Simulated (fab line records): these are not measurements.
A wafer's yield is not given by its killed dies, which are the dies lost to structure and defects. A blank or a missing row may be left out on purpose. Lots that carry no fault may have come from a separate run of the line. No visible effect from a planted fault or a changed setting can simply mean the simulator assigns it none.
Comparing a struck lot with a sound one :: flow n5-finfet :: 38 steps out of a route of 1938
Sound: wafers L325.2, L325.3, L325.6. Struck: wafer L334.4. (L334.5 of the same lot was not struck and is left out.) The cause comes at the end.
Order at every step that has rows: each side's tool, ch and its chambers, its first start. Under that, the readings that differ: sound wafers :: struck wafers :: difference of the means :: sigmas: that difference in standard deviations of wafers without a fault.
alike: readings whose means differ by less than 2 such deviations, and words and numbers that are the same on both sides. not compared: withheld readings, readings that some wafer has no value for, bounds like >300 that may hide the same value, and numbers for which the record gives no deviation and whose values overlap.
Wherever a step has rows on one side only, a row that says differs or no value, or a row with sigmas, the two part there. Numbers that have no deviation but don't overlap get no sigmas and don't part them. Lack of a reading on every wafer of one side parts them only where that side has two or more wafers.

first, 9 steps without rows for these wafers: N5_BEOL_M8_DESCUM_33 (chemistry O2, time 7 s); N5_BEOL_M8_ETCH_72 (etches underlayer in N2/H2, target depth 6.5 nm, time 5.2 s); N5_BEOL_M8_ETCH_65 (etches SiARC in CF4, target depth 15.6 nm, time 26 s); N5_BEOL_M8_ETCH_66 (etches SOC in N2/H2, target depth 80 nm, overetch 16 nm, time 120 s); N5_BEOL_M8_STRIP_69 (strips in N2/H2); N5_BEOL_M8_STRIP_73 (strips in N2/H2); N5_BEOL_M8_VIA_ETCH_34 (etches SiCOH lowk in C4F6/O2, target depth 125.5 nm, time 50.5 s); N5_BEOL_M8_STRIP_76 (strips in C4F6/O2); N5_BEOL_M8_STRIP_36 (strips in N2/H2).
N5_BEOL_M8_TRENCH_ETCH_37: etches SiCOH lowk in C4F6/O2, target depth 93.478 nm, time 31.2 s.
  sound on rie-diel-05 ch 0,1, day 12 07:35; struck on rie-diel-05 ch 1, day 13 21:30
reading: run-length-s (s)
sound: 54.7 53.8 54.5
struck: 48.4
difference: -5.9
sigmas: -16

reading: model.BEOL_M8.feature-depth-nm (nm)
sound: 94.4 89.8 94.2
struck: 75.8
difference: -17.0
sigmas: 

reading: model.etch.depth-nm (nm)
sound: 94.48 89.9 94.26
struck: 75.89
difference: -16.99
sigmas: 

reading: model.TiN_of_BEOL_M8_HM_DEP_02.thk-nm (nm)
sound: 17.2 17.4 17.2
struck: 18
difference: +1
sigmas: 
  alike: drypump-motor-current-A, oes-product-au, rf-vpp-V, showerhead-plenum-p-Torr, throttle-valve-pct
  not compared: rf-hours-counter-h
then, 2 steps without rows for these wafers: N5_BEOL_M8_ETCH_41 (etches SiCN in CH3F/O2, target depth 31.9 nm, time 57.8 s); N5_BEOL_M8_STRIP_80 (strips in N2/H2, time 10 s).
N5_BEOL_M8_OCD_MEAS_38:
  sound on ocd-01 at day 12 07:45; struck on ocd-02 at day 13 21:38
reading: trench-depth-nm (nm)
sound: 94.3 89.4 94.5
struck: 75.5
difference: -17.2
sigmas: -10
then, 13 steps without rows for these wafers: N5_BEOL_M8_HM_STRIP_39 (strips TiN in peroxide tin strip, target depth 25 nm, time 158 s); N5_BEOL_M8_SRD_40 (time 30 s); N5_BEOL_M8_PRECLEAN_42 (cleans in residue remover, time 60 s); N5_BEOL_M8_SRD_43 (time 30 s); N5_BEOL_M8_CURE_75 (cures SiCOH lowk, time 120 s); N5_BEOL_M8_DEGAS_44 (time 60 s); N5_BEOL_M8_PRE_CLEAN_45 (time 30 s); N5_BEOL_M8_ALD_77 (deposits TaN, target thk 2 nm, pulse time 2 s, purge time 3 s); N5_BEOL_M8_SURFACE_TREAT_79; N5_BEOL_M8_CVD_78 (deposits Co from CCTBA/H2, target thk 2 nm, time 142.3 s); N5_BEOL_M8_SPUTTER_48 (material Cu, target thk 10 nm, time 1.667 s); N5_BEOL_M8_ECD_50 (material Cu, target thk 300 nm); N5_BEOL_M8_ANNEAL_51 (time 90 s).
N5_BEOL_M8_CMP_52: polishes, stops on SiCOH lowk, t overpolish 6.9 s, target thk 80 nm.
  sound on cmp-02 ch 1,2,3, day 12 10:36; struck on cmp-03 ch 2, day 14 01:19
reading: motor-current-A (A)
sound: 5.5 6.7 6.2
struck: 7.5
difference: +1.4
sigmas: +2

reading: model.Cu_of_BEOL_M8_ECD_50.thk-nm (nm)
sound: 82.6 76.2 81.4
struck: 62.2
difference: -17.9
sigmas: 
  alike: barrier-field-endpoint-s, overpolish-run-s, slurry-filter-dp-kPa, time-to-endpoint-s
N5_BEOL_M8_THK_MEAS_53: measures by xrf.
  sound on film-metro-02 at day 12 10:52; struck on film-metro-01 at day 14 01:37
reading: M8_THK (nm)
sound: 82.1 76.2 81.4
struck: 62.0
difference: -17.9
sigmas: -9
then, 2 steps without rows for these wafers: N5_BEOL_M8_PRE_CLEAN_55 (time 15 s); N5_BEOL_M8_DEP_56 (deposits SiCN from 3MS/NH3, target thk 10 nm, time 17.5 s).
N5_BEOL_M8_RS_MEAS_57: uses a four-point probe to measure.
  sound on film-metro-02 at day 12 10:59; struck on film-metro-01 at day 14 01:44
reading: M8_RS (ohm/sq)
sound: 0.275 0.302 0.280
struck: 0.387
difference: +0.101
sigmas: +12
then, 5 steps without rows for these wafers: N5_BEOL_M9_ILD_DEP_00 (deposits SiCOH lowk from DEMS/porogen, target thk 308.51 nm, time 58 s); N5_BEOL_M9_CURE_71 (cures SiCOH lowk, time 240 s); N5_BEOL_M9_PECVD_70 (deposits SiO2 from TEOS/O2, target thk 20 nm, time 22.7 s); N5_BEOL_M9_HM_DEP_02 (deposits TiN, target thk 20 nm); N5_BEOL_M9_COAT_59 (time 60 s, resist thk 100 nm).
-- record jumps: 2 days separate the struck wafers' starts on either side; left off in module BEOL_M9, taken up again in module BEOL_M15, whose first shown step is the route's number 1830 --
N5_BEOL_M15_RC_MEAS_101:
  sound on prober-02 ch 0, day 14 12:17; struck on prober-01 ch 0, day 16 04:25
reading: COMB_M14 (S/m)
sound: 4.5e-12 5e-12 5e-12
struck: 1.8e-12
difference: -3.0e-12
sigmas: -3

reading: COMB_M15 (S/m)
sound: 3.1e-12 3.6e-12 3.5e-12
struck: 1.8e-12
difference: -1.6e-12
sigmas: -2

reading: SERP_M8 (ohm/um)
sound: 12.6 14.5 13.3
struck: 18.9
difference: +5.4
sigmas: +8

reading: SERP_M8_max_site (ohm/um)
sound: 12.9 15.0 13.9
struck: 19.6
difference: +5.7
sigmas: +8
  alike: COMB_M10, COMB_M10_max_site, COMB_M11, COMB_M12, COMB_M13, COMB_M15_max_site, COMB_M5, COMB_M6, COMB_M6_max_site, COMB_M7, COMB_M9, SERP_M10, SERP_M11, SERP_M12, SERP_M13, SERP_M14, SERP_M14_max_site, SERP_M5, SERP_M6, SERP_M7, SERP_M7_max_site, SERP_M9
N5_PASSIVATION_PROBE_49:
  sound on prober-02 at day 15 05:38; struck on prober-02 at day 16 17:04
reading: defect-limited-yield (%)
sound: 91.8 92.0 91.3
struck: 87.3
difference: -4.4
sigmas: -3

reading: killed_at_M4_up
sound: 19 15 15
struck: 42
difference: +26
sigmas: +4

reading: killed-at-contacts
sound: 5 9 0
struck: 17
difference: +12
sigmas: +2

reading: killed-dies
sound: 97 94 103
struck: 150
difference: +52
sigmas: +3

reading: killed-open
sound: 60 56 66
struck: 113
difference: +52
sigmas: +4

reading: sort_bin_5_function (%)
sound: 4.5 4.7 4.7
struck: 7.6
difference: +3.0
sigmas: +3

reading: sort_bin_6_memory (%)
sound: 3.1 3.1 3.6
struck: 4.8
difference: +1.5
sigmas: +2

reading: sort-n-pass
sound: 1083 1086 1077
struck: 1030
difference: -52
sigmas: -3
  alike: killed_at_M0_to_M3, killed-at-front-end, killed-at-other, killed-short, sort_bin_8_speed

== WHERE THEY PART ==
At N5_BEOL_M8_TRENCH_ETCH_37 first; at N5_PASSIVATION_PROBE_49 last (within this record only).

WHY: what had been put in by the simulator
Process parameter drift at N5_BEOL_M8_TRENCH_ETCH_37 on rie-diel-05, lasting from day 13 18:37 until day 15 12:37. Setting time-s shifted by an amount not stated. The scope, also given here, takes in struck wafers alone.
